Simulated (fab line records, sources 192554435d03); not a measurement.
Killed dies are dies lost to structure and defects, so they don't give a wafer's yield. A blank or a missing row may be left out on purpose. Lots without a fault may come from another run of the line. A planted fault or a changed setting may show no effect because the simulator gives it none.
fab line records | flow n5_finfet | part 1 of 2: steps 1 to 16 of 27
record lots=5 wafers=15 last_day=17
route steps=1938 shown BEOL_M0_CUTY@712 BEOL_M0@715
lots that met no fault: from a run of the same line without faults
start_h: hours from the record's first day to the start of the lot's first wafer shown | wait_h: hours since the lot's step before | " the same as in the row above | L1.1+2: a row that stands for several wafers | - no value, or no start given | * or withheld: withheld | < > ~ a bound
route shown NAME@n: a module of which the file shows steps, and the number in the route of the first | usual: mean/standard deviation of fault-free wafers | same: alike in all rows | chamber/n: place in a boat | sites: the reading at each site | _std_site: their standard deviation | _edge_site: outer sites' mean less inner sites' | radius_mm: how far each site lies from the wafer's centre | mask NAME#n: copy n | behind: the tool/chamber that last shaped the wafer | hold: why the lot was held/for how many hours/how that ended | device: the transistor (n, p or np) that didn't switch | end of line: the same wafers' tests at the end of the route | a step without rows: its recipe alone | killed: dies lost to structure and defects at the first sort, not the wafer's yield | map: a wafer's dies, x killed, . not, _ none there
set.NAME: the setting as run; set.NAME@STEP: as run at that earlier step | model.NAME: the simulator's own value behind a step, which no gauge read
lots at some steps of the route; a table a step, a row a wafer
services: from which hour (start_h, from the record's first day; less than 0 if before it) a tool's chamber was out of use, for how many hours, and why
## steps
# step N5_BEOL_M0_CUTY_ETCH_62
# recipe chemistry=CF4 target=SiARC mask_material=CAR-ArF-block time_s=58.5 ion_energy_ev=80 pressure_mtorr=40 source_w=545 bias_w=36 Ar_flow_sccm=100 cf4_flow_sccm=100 ends=cleared
# usual drypump_motor_current_A=5.8/0.43 etch_rf_on_time_s=58.4/0.9 oes_product_au=0.68/0.06 rf_vpp_V=184.2/1.1 showerhead_plenum_p_Torr=2.16/0.064 throttle_valve_pct=15.68/0.28
# columns lot.wafer tool chamber start_h wait_h drypump_motor_current_A etch_rf_on_time_s oes_product_au rf_hours_counter_h rf_vpp_V showerhead_plenum_p_Torr throttle_valve_pct
L080.3 rie_diel-06 1 151.97 0.0 5.8 57.6 0.72 75 182.2 2.08 15.81
L080.4 " 0 " " 5.7 58.5 0.66 131 184.3 2.15 15.69
L080.6 " 3 " " 5.4 57.4 0.73 - 184.6 2.17 15.41
L083.3 rie_diel-01 2 168.18 0.0 5.9 58.2 0.62 185 184.8 2.22 15.82
L083.4 " 3 " " 6.1 57.5 0.82 3 183.2 2.10 15.15
L083.6 " 3 " " 6.1 57.4 0.81 - 183.6 2.10 15.14
L087.1 rie_diel-03 2 190.59 0.0 5.7 58.5 0.68 110 186.0 2.24 15.72
L087.2 " 1 " " 5.8 59.4 0.76 37 186.7 2.27 15.28
L087.4 " 3 " " 5.1 59.7 0.60 223 183.4 2.03 15.83
L088.4 rie_diel-06 0 198.41 0.0 5.7 59.2 0.64 144 183.9 2.15 15.71
L088.5 " 0 " " 5.7 58.6 0.65 - 183.9 2.15 15.72
L088.6 " 1 " " 5.8 57.8 0.70 - 184.1 2.08 15.84
L093.2 rie_diel-01 1 228.28 0.0 5.5 56.6 0.69 125 184.6 2.15 15.31
L093.3 " 2 " " 5.9 58.3 0.62 203 185.4 2.21 15.85
L093.5 " 3 " " 6.1 57.5 0.75 - 183.9 2.10 15.18
# step N5_BEOL_M0_CUTY_ETCH_63
# recipe chemistry=N2/H2 target=SOC target_depth_a=827 overetch_a=165 mask_material=SiARC temp_c=40 ion_energy_ev=200 time_s=124 pressure_mtorr=30 source_w=840 bias_w=150 n2_flow_sccm=200 h2_flow_sccm=200
# usual drypump_motor_current_A=5.8/0.43 oes_product_au=0.65/0.055 rf_vpp_V=524.3/2.3 showerhead_plenum_p_Torr=2.56/0.08 throttle_valve_pct=17.86/0.29
# columns lot.wafer tool chamber start_h wait_h drypump_motor_current_A oes_product_au rf_hours_counter_h rf_vpp_V showerhead_plenum_p_Torr throttle_valve_pct
L080.3 rie_diel-06 1 152.01 0.0 5.8 0.68 75 522.7 2.46 18.09
L080.4 " 0 " " 5.8 0.62 131 523.4 2.56 17.85
L080.6 " 3 " " 5.4 0.70 - 525.1 2.57 17.63
L083.3 rie_diel-01 2 168.23 0.0 5.9 0.59 185 526.3 2.65 18.16
L083.4 " 3 " " 6.1 0.78 3 521.5 2.50 17.28
L083.6 " 3 " " 6.1 0.76 - 523.4 2.50 17.29
L087.1 rie_diel-03 2 190.64 0.0 5.7 0.65 110 526.7 2.67 17.88
L087.2 " 1 " " 5.8 0.73 37 528.6 2.69 17.41
L087.4 " 3 " " 5.1 0.58 223 520.1 2.41 17.97
L088.4 rie_diel-06 0 198.46 0.0 5.8 0.62 144 524.2 2.55 17.87
L088.5 " 0 " " 5.8 0.62 - 522.7 2.55 17.87
L088.6 " 1 " " 5.8 0.67 - 523.0 2.46 18.11
L093.2 rie_diel-01 1 228.33 0.0 5.5 0.64 125 523.8 2.55 17.46
L093.3 " 2 " " 5.9 0.59 203 526.2 2.64 18.17
L093.5 " 3 " " 6.1 0.72 - 522.7 2.49 17.33
# step N5_BEOL_M0_CUTY_STRIP_64
# recipe chemistry=N2/H2 temp_c=40 n2_flow_sccm=200 h2_flow_sccm=200 rf_frequency_hz=6e+07
# columns lot.wafer tool chamber start_h wait_h
L080.3+4+6 rie_diel-06 1,0,3 152.13 0.1
L083.3+4+6 rie_diel-01 2,3,3 168.34 0.1
L087.1+2+4 rie_diel-03 2,1,3 190.75 0.1
L088.4+5+6 rie_diel-06 0,0,1 198.57 0.1
L093.2+3+5 rie_diel-01 1,2,3 228.44 0.1
# step N5_BEOL_M0_ETCH_138
# recipe chemistry=CH3F/O2 target_depth_a=120 target=SiCN time_s=31.6 ion_energy_ev=120 pressure_mtorr=30 source_w=395 bias_w=75 Ar_flow_sccm=150 CH3F_flow_sccm=30 O2_flow_sccm=20 ends=cleared
# usual drypump_motor_current_A=5.8/0.43 etch_rf_on_time_s=29.2/0.75 oes_product_au=0.68/0.058 rf_vpp_V=297.6/1.5 showerhead_plenum_p_Torr=2.02/0.062 throttle_valve_pct=16.38/0.28
# columns lot.wafer tool chamber start_h wait_h drypump_motor_current_A etch_rf_on_time_s oes_product_au rf_hours_counter_h rf_vpp_V showerhead_plenum_p_Torr throttle_valve_pct
L080.3 rie_diel-06 1 152.14 0.0 5.7 28.8 0.71 75 298.6 1.94 16.52
L080.4 " 0 " " 5.8 29.6 0.65 131 296.7 2.01 16.38
L080.6 " 3 " " 5.4 29.5 0.73 - 297.9 2.03 16.12
L083.3 rie_diel-01 2 168.35 0.0 5.9 29.2 0.62 185 298.2 2.07 16.48
L083.4 " 3 " " 6.1 29.3 0.81 3 296.6 1.96 15.82
L083.6 " 3 " " 6.1 29.9 0.80 - 297.2 1.96 15.81
L087.1 rie_diel-03 2 190.76 0.0 5.7 29.0 0.69 110 298.6 2.10 16.44
L087.2 " 1 " " 5.8 29.9 0.76 37 300.3 2.13 16.01
L087.4 " 3 " " 5.1 30.4 0.60 223 295.3 1.90 16.55
L088.4 rie_diel-06 0 198.58 0.0 5.7 29.8 0.64 145 298.4 2.00 16.39
L088.5 " 0 " " 5.8 29.6 0.65 - 296.9 2.00 16.40
L088.6 " 1 " " 5.8 29.0 0.71 - 295.2 1.94 16.54
L093.2 rie_diel-01 1 228.45 0.0 5.5 28.9 0.68 125 297.4 2.01 16.01
L093.3 " 2 " " 5.9 29.5 0.62 203 298.4 2.07 16.52
L093.5 " 3 " " 6.1 29.3 0.76 - 295.4 1.95 15.84
# step N5_BEOL_M0_HM_OPEN_105
# recipe chemistry=Cl2/BCl3 target_depth_a=120 target=TiN ion_energy_ev=150 pressure_mtorr=10 icp_w=1000 bias_w=126 Cl2_flow_sccm=53.25 bcl3_flow_sccm=21.75 Ar_flow_sccm=25
# usual drypump_motor_current_A=5.9/0.38 oes_product_au=0.77/0.09 throttle_valve_pct=21.81/0.17
# columns lot.wafer tool chamber start_h wait_h drypump_motor_current_A oes_product_au rf_hours_counter_h throttle_valve_pct
L080.3 rie_metal-02 0 156.65 4.5 6.5 0.71 - 21.77
L080.4 " 1 " " 6.3 0.76 - 21.72
L080.6 " 0 " " 6.5 0.71 - 21.79
L083.3 rie_metal-03 0 169.05 0.7 6.1 0.66 - 22.11
L083.4 " 1 " " 6.0 0.85 - 21.74
L083.6 " 1 " " 6.0 0.86 - 21.75
L087.1 rie_metal-02 0 192.01 1.2 6.5 0.71 72 21.78
L087.2 " 1 " " 6.3 0.75 51 21.75
L087.4 " 1 " " 6.3 0.76 - 21.74
L088.4 rie_metal-01 1 199.95 1.3 5.3 0.78 - 21.66
L088.5 " 1 " " 5.3 0.77 - 21.68
L088.6 " 0 " " 5.8 0.91 - 21.69
L093.2 rie_metal-03 0 229.80 1.3 6.1 0.65 94 22.11
L093.3 " 1 " " 6.0 0.84 - 21.78
L093.5 " 0 " " 6.1 0.65 - 22.13
# step N5_BEOL_M0_STRIP_140
# recipe chemistry=CF4 resist=SiARC power_w=300 bias_power_w=75 pressure_mtorr=50 cf4_flow_sccm=150 rf_frequency_hz=6e+07
# usual drypump_motor_current_A=5.8/0.41 oes_product_au=0.79/0.066 rf_vpp_V=271.4/1.7 showerhead_plenum_p_Torr=1.81/0.053 throttle_valve_pct=13.65/0.28
# columns lot.wafer tool chamber start_h wait_h drypump_motor_current_A oes_product_au rf_hours_counter_h rf_vpp_V showerhead_plenum_p_Torr throttle_valve_pct
L080.3 rie_diel-06 0 156.77 0.1 5.7 0.76 132 269.7 1.80 13.66
L080.4 " 2 " " 6.8 0.74 - 271.0 1.79 14.05
L080.6 " 3 " " 5.4 0.83 - 271.9 1.81 13.35
L083.3 rie_diel-06 2 169.17 0.1 6.8 0.73 173 271.6 1.79 14.01
L083.4 " 3 " " 5.4 0.83 82 271.5 1.81 13.38
L083.6 " 0 " " 5.8 0.75 - 269.8 1.80 13.68
L087.1 rie_diel-03 3 192.18 0.1 5.1 0.70 224 269.5 1.70 13.81
L087.2 " 2 " " 5.7 0.78 110 272.0 1.87 13.70
L087.4 " 2 " " 5.7 0.79 - 272.9 1.87 13.69
L088.4 rie_diel-06 3 200.07 0.1 5.4 0.82 93 271.6 1.81 13.39
L088.5 " 1 " " 5.7 0.81 - 273.8 1.74 13.75
L088.6 " 2 " " 6.8 0.73 - 270.7 1.79 14.05
L093.2 rie_diel-01 1 230.31 0.4 5.5 0.78 125 270.9 1.81 13.28
L093.3 " 3 " " 6.1 0.87 22 271.1 1.76 13.13
L093.5 " 0 " " 5.5 0.84 - 272.4 1.76 13.80
# step N5_BEOL_M0_STRIP_104
# recipe chemistry=N2/H2 power_w=450 temp_c=40 pressure_mtorr=20 rf_frequency_hz=6e+07 overash_fraction=0.3 bias_power_w=7 h2_frac=0.5 n2_flow_sccm=200 h2_flow_sccm=200
# usual drypump_motor_current_A=5.8/0.41 oes_product_au=0.80/0.071 rf_vpp_V=59.1/1.8 showerhead_plenum_p_Torr=2.56/0.08 throttle_valve_pct=23.7/0.37
# columns lot.wafer tool chamber start_h wait_h drypump_motor_current_A oes_product_au rf_hours_counter_h rf_vpp_V showerhead_plenum_p_Torr throttle_valve_pct
L080.3 rie_diel-06 0 156.79 0.0 5.7 0.77 132 60.3 2.55 23.6
L080.4 " 2 " " 6.9 0.75 - 59.1 2.52 23.8
L080.6 " 3 " " 5.4 0.84 - 61.4 2.57 23.5
L083.3 rie_diel-06 2 169.19 0.0 6.9 0.74 173 59.1 2.52 23.7
L083.4 " 3 " " 5.4 0.83 83 56.8 2.57 23.5
L083.6 " 0 " " 5.8 0.75 - 58.0 2.55 23.6
L087.1 rie_diel-03 3 192.20 0.0 5.1 0.70 224 56.6 2.40 23.8
L087.2 " 2 " " 5.6 0.80 110 57.9 2.66 23.6
L087.4 " 2 " " 5.6 0.79 - 60.9 2.66 23.5
L088.4 rie_diel-06 3 200.09 0.0 5.5 0.83 93 58.8 2.56 23.5
L088.5 " 1 " " 5.8 0.79 - 57.5 2.45 24.1
L088.6 " 2 " " 6.8 0.73 - 60.0 2.52 23.8
L093.2 rie_diel-01 1 230.33 0.0 5.5 0.79 125 58.6 2.55 23.3
L093.3 " 3 " " 6.1 0.88 22 56.1 2.48 23.1
L093.5 " 0 " " 5.5 0.86 - 61.5 2.48 24.3
# step N5_BEOL_M0_WET_ETCH_106
# recipe chemistry=DHF dilution=10:1 temp_c=25 target=SiO2 target_depth_a=1300 dry=ipa_marangoni rinse_time_s=30 rinse_temp_c=23
# same rinse_time_s=30
# columns lot.wafer tool chamber start_h wait_h
L080.3+4+6 wet_bench-03 4,3,5 156.85 -
L083.3+4+6 wet_bench-03 2,7,0 169.26 -
L087.1+2+4 wet_bench-03 2,5,3 192.27 -
L088.4+5+6 wet_bench-06 6,1,2 200.15 -
L093.2+3+5 wet_bench-06 2,4,7 230.40 -
# step N5_BEOL_M0_ETCH_128
# recipe chemistry=CF4/N2 target_depth_a=120 overetch_a=51 target=SiCN time_s=21.4 ion_energy_ev=150 pressure_mtorr=40 source_w=430 bias_w=70 Ar_flow_sccm=100 cf4_flow_sccm=60 n2_flow_sccm=60
# usual drypump_motor_current_A=5.8/0.43 oes_product_au=0.55/0.049 rf_vpp_V=382.4/1.8 showerhead_plenum_p_Torr=2.22/0.064 throttle_valve_pct=15.48/0.29
# columns lot.wafer tool chamber start_h wait_h drypump_motor_current_A oes_product_au rf_hours_counter_h rf_vpp_V showerhead_plenum_p_Torr throttle_valve_pct
L080.3 rie_diel-06 2 157.22 0.3 6.8 0.51 168 381.7 2.20 15.87
L080.4 " 0 " " 5.8 0.53 - 381.5 2.22 15.52
L080.6 " 2 " " 6.8 0.52 - 381.1 2.20 15.88
L083.3 rie_diel-01 0 170.38 1.1 5.4 0.61 31 380.9 2.17 15.64
L083.4 " 2 " " 5.9 0.50 186 384.5 2.29 15.61
L083.6 " 2 " " 5.9 0.51 - 384.7 2.29 15.64
L087.1 rie_diel-03 0 192.33 0.0 6.0 0.49 225 384.1 2.27 15.78
L087.2 " 3 " " 5.1 0.49 224 379.8 2.10 15.65
L087.4 " 0 " " 6.0 0.49 - 383.2 2.27 15.77
L088.4 rie_diel-06 0 200.21 0.0 5.8 0.52 145 382.7 2.21 15.54
L088.5 " 1 " " 5.8 0.57 - 380.7 2.14 15.64
L088.6 " 2 " " 6.8 0.51 - 382.2 2.20 15.91
L093.2 rie_diel-03 1 230.45 0.0 5.8 0.60 51 384.7 2.33 15.14
L093.3 " 3 " " 5.1 0.48 238 378.5 2.09 15.67
L093.5 " 1 " " 5.8 0.60 - 385.1 2.33 15.13
# step N5_BEOL_M0_TRENCH_ETCH_107
# recipe chemistry=C4F6/O2 target_depth_a=328 target=SiOC time_s=16.4 ion_energy_ev=250 pressure_mtorr=30 source_w=355 bias_w=185 Ar_flow_sccm=300 C4F6_flow_sccm=10 O2_flow_sccm=10
# usual drypump_motor_current_A=5.8/0.44 oes_product_au=0.80/0.072 rf_vpp_V=667/4.5 showerhead_plenum_p_Torr=2.86/0.081 throttle_valve_pct=20.9/0.31
# columns lot.wafer tool chamber start_h wait_h drypump_motor_current_A oes_product_au rf_hours_counter_h rf_vpp_V showerhead_plenum_p_Torr throttle_valve_pct
L080.3 rie_diel-06 2 157.26 0.0 6.8 0.75 168 672 2.85 21.4
L080.4 " 0 " " 5.8 0.76 - 663 2.86 20.9
L080.6 " 2 " " 6.8 0.75 - 672 2.85 21.4
L083.3 rie_diel-01 0 170.43 0.0 5.4 0.89 31 669 2.80 21.2
L083.4 " 2 " " 5.9 0.72 186 675 2.95 21.1
L083.6 " 2 " " 5.9 0.73 - 675 2.95 21.0
L087.1 rie_diel-03 0 192.37 0.0 6.0 0.71 225 673 2.93 21.2
L087.2 " 3 " " 5.1 0.70 224 662 2.71 21.1
L087.4 " 0 " " 6.0 0.71 - 668 2.93 21.2
L088.4 rie_diel-06 0 200.25 0.0 5.7 0.77 145 664 2.85 20.9
L088.5 " 1 " " 5.8 0.82 - 660 2.76 21.2
L088.6 " 2 " " 6.8 0.74 - 671 2.84 21.4
L093.2 rie_diel-03 1 230.49 0.0 5.8 0.87 51 664 3.01 20.6
L093.3 " 3 " " 5.1 0.69 238 661 2.71 21.1
L093.5 " 1 " " 5.8 0.87 - 664 3.01 20.6
# step N5_BEOL_M0_STRIP_142
# recipe chemistry=N2/H2 time_s=10 power_w=450 temp_c=40 pressure_mtorr=20 rf_frequency_hz=6e+07 bias_power_w=7 n2_flow_sccm=200 h2_flow_sccm=200
# usual drypump_motor_current_A=5.8/0.44 oes_product_au=0.80/0.073 rf_vpp_V=59.3/0.87 showerhead_plenum_p_Torr=2.55/0.077 throttle_valve_pct=23.7/0.38
# columns lot.wafer tool chamber start_h wait_h drypump_motor_current_A oes_product_au rf_hours_counter_h rf_vpp_V showerhead_plenum_p_Torr throttle_valve_pct
L080.3 rie_diel-06 2 157.29 0.0 6.8 0.75 168 58.1 2.52 23.8
L080.4 " 0 " " 5.8 0.77 - 58.7 2.55 23.6
L080.6 " 2 " " 6.8 0.76 - 60.5 2.52 23.8
L083.3 rie_diel-01 0 170.45 0.0 5.5 0.90 31 59.4 2.49 24.3
L083.4 " 2 " " 5.9 0.73 186 59.2 2.64 24.1
L083.6 " 2 " " 5.9 0.73 - 59.8 2.64 24.1
L087.1 rie_diel-03 0 192.39 0.0 6.0 0.71 225 60.1 2.61 24.1
L087.2 " 3 " " 5.1 0.69 224 59.3 2.40 23.7
L087.4 " 0 " " 6.0 0.71 - 61.0 2.61 24.1
L088.4 rie_diel-06 0 200.28 0.0 5.8 0.75 145 58.5 2.54 23.6
L088.5 " 1 " " 5.8 0.80 - 59.1 2.45 24.1
L088.6 " 2 " " 6.9 0.75 - 59.4 2.51 23.8
L093.2 rie_diel-03 1 230.52 0.0 5.8 0.86 51 58.9 2.68 23.2
L093.3 " 3 " " 5.1 0.69 238 59.4 2.40 23.7
L093.5 " 1 " " 5.8 0.87 - 60.2 2.68 23.2
# step N5_BEOL_M0_OCD_MEAS_108
# usual trench_depth_nm=32.7/0.5
# columns lot.wafer tool chamber start_h wait_h trench_depth_nm
L080.3 ocd-02 - 157.37 0.1 32.3
L080.4 " - " " 32.8
L080.6 " - " " 32.5
L083.3 ocd-02 - 170.53 0.1 33.0
L083.4 " - " " 32.8
L083.6 " - " " 32.5
L087.1 ocd-02 - 192.47 0.1 32.7
L087.2 " - " " 32.2
L087.4 " - " " 32.2
L088.4 ocd-02 - 200.36 0.1 33.2
L088.5 " - " " 33.4
L088.6 " - " " 32.0
L093.2 ocd-01 - 230.60 0.1 32.8
L093.3 " - " " 31.4
L093.5 " - " " 32.0
# step N5_BEOL_M0_HM_STRIP_129
# recipe chemistry=peroxide_tin_strip material=TiN target_depth_a=170 temp_c=50 time_s=108
# columns lot.wafer tool chamber start_h wait_h
L080.3+4+6 wet_bench-01 3,1,6 157.40 0.0
L083.3+4+6 wet_bench-01 0,6,5 170.56 0.0
L087.1+2+4 wet_bench-06 2,1,4 192.50 0.0
L088.4+5+6 wet_bench-01 4,3,1 200.39 0.0
L093.2+3+5 wet_bench-06 5,7,2 230.63 0.0
# step N5_BEOL_M0_SRD_130
# recipe time_s=30 temp_c=23 rinse_liquid=diw dry=ipa_marangoni
# columns lot.wafer tool chamber start_h wait_h
L080.3+4+6 wet_bench-01 3,1,6 157.43 0.0
L083.3+4+6 wet_bench-01 0,6,5 170.60 0.0
L087.1+2+4 wet_bench-06 2,1,4 192.54 0.0
L088.4+5+6 wet_bench-01 4,3,1 200.42 0.0
L093.2+3+5 wet_bench-06 5,7,2 230.66 0.0
# step N5_BEOL_M0_ETCH_109
# recipe chemistry=CH3F/O2 target_depth_a=80 overetch_a=24 target=SiCN time_s=27.4 ion_energy_ev=120 pressure_mtorr=30 source_w=395 bias_w=75 Ar_flow_sccm=150 CH3F_flow_sccm=30 O2_flow_sccm=20
# usual drypump_motor_current_A=5.8/0.46 oes_product_au=0.67/0.054 rf_vpp_V=297.5/1.5 showerhead_plenum_p_Torr=2.01/0.065 throttle_valve_pct=16.41/0.28
# columns lot.wafer tool chamber start_h wait_h drypump_motor_current_A oes_product_au rf_hours_counter_h rf_vpp_V showerhead_plenum_p_Torr throttle_valve_pct
L080.3 rie_diel-03 2 157.70 0.2 5.6 0.69 100 299.7 2.10 16.44
L080.4 " 3 " " 5.1 0.62 212 295.5 1.90 16.53
L080.6 " 1 " " 5.8 0.79 - 300.2 2.13 15.98
L083.3 rie_diel-06 0 171.04 0.4 5.7 0.64 136 297.8 2.01 16.39
L083.4 " 1 " " 5.8 0.71 79 296.6 1.94 16.54
L083.6 " 0 " " 5.7 0.65 - 297.3 2.01 16.39
L087.1 rie_diel-03 2 192.61 0.1 5.7 0.68 110 298.9 2.10 16.46
L087.2 " 0 " " 6.0 0.60 225 297.3 2.06 16.65
L087.4 " 3 " " 5.1 0.60 - 295.6 1.90 16.55
L088.4 rie_diel-03 0 200.47 0.0 6.0 0.62 229 298.3 2.06 16.66
L088.5 " 3 " " 5.1 0.62 - 294.5 1.90 16.57
L088.6 " 0 " " 6.0 0.63 - 300.2 2.06 16.67
L093.2 rie_diel-06 2 230.71 0.0 6.8 0.63 195 295.7 1.99 16.85
L093.3 " 1 " " 5.8 0.69 98 296.9 1.93 16.57
L093.5 " 3 " " 5.4 0.70 - 296.9 2.02 16.16
# step N5_BEOL_M0_STRIP_139
# recipe chemistry=post_etch_residue_remover time_s=60 temp_c=25 remover_ph=withheld remover_water_wt_pct=withheld remover_fluoride_wt_pct=withheld
# columns lot.wafer tool chamber start_h wait_h
L080.3+4+6 wet_bench-01 4,0,1 157.80 0.1
L083.3+4+6 wet_bench-01 5,2,0 171.15 0.1
L087.1+2+4 wet_bench-06 6,5,7 192.72 0.1
L088.4+5+6 wet_bench-03 4,6,7 200.57 0.1
L093.2+3+5 wet_bench-01 1,6,2 230.81 0.1
